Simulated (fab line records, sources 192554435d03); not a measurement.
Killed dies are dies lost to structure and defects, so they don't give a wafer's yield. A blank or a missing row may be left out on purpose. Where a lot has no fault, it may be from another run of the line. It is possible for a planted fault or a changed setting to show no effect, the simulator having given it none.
Which of the tools did it?    flow n5 finfet    6 lots with 18 wafers sampled at 2 steps, on a route of 1938 steps

== WHAT THE GAUGES SHOWED, per wafer ==
N5_BEOL_M5_THK_MEAS_01.
lot   measured      on             M5_ILD_THK (nm)
L773  day 8 22:49   film metro-02  122.3 123.6 124.7
L774  day 9 16:17   film metro-01  123.0 122.4 120.6
L777  day 10 18:07  film metro-01  120.3 120.7 122.8
L785  day 12 12:42  film metro-01  118.3 117.8 120.2
L790  day 13 12:15  film metro-02  120.4 121.3 121.4
L793  day 14 09:04  film metro-01  117.7 117.4 121.1

== TOOL THAT RAN EACH LOT (tool first, then ch and the chambers of the sampled wafers, then the start) ==
lot   N5_BEOL_M5_CURE_79
L773  uv cure-01 ch 2, day 8 22:08
L774  uv cure-02 ch 1, day 9 15:46
L777  uv cure-02 ch 2, day 10 17:36
L785  uv cure-01 ch 0, day 12 12:11
L790  uv cure-01 ch 0, day 13 11:49
L793  uv cure-02 ch 2, day 14 08:34
- N5_BEOL_M5_CURE_79: cures SiCOH lowk, time 240 s.

== THE ANSWER, worked out from the rows above alone ==
Rule: the lots themselves supply what counts as usual. Put in order of their means at a reading, lots are off if they are a third of the lots or fewer, leave a main group of 4 or more, and stand apart from it by a gap of 3 or more times the standard deviation of the main group's means; of several such gaps the widest counts. If all means in a main group match to the digits the tables above print for the reading, that group is not used. Also off: a lot with no number at a reading for which 4 or more lots have one. All remaining lots with rows at the step are treated as sound.
None of the lots is off at any reading shown; this tells nothing.

== WHAT THE SIMULATOR HAD INSERTED ==
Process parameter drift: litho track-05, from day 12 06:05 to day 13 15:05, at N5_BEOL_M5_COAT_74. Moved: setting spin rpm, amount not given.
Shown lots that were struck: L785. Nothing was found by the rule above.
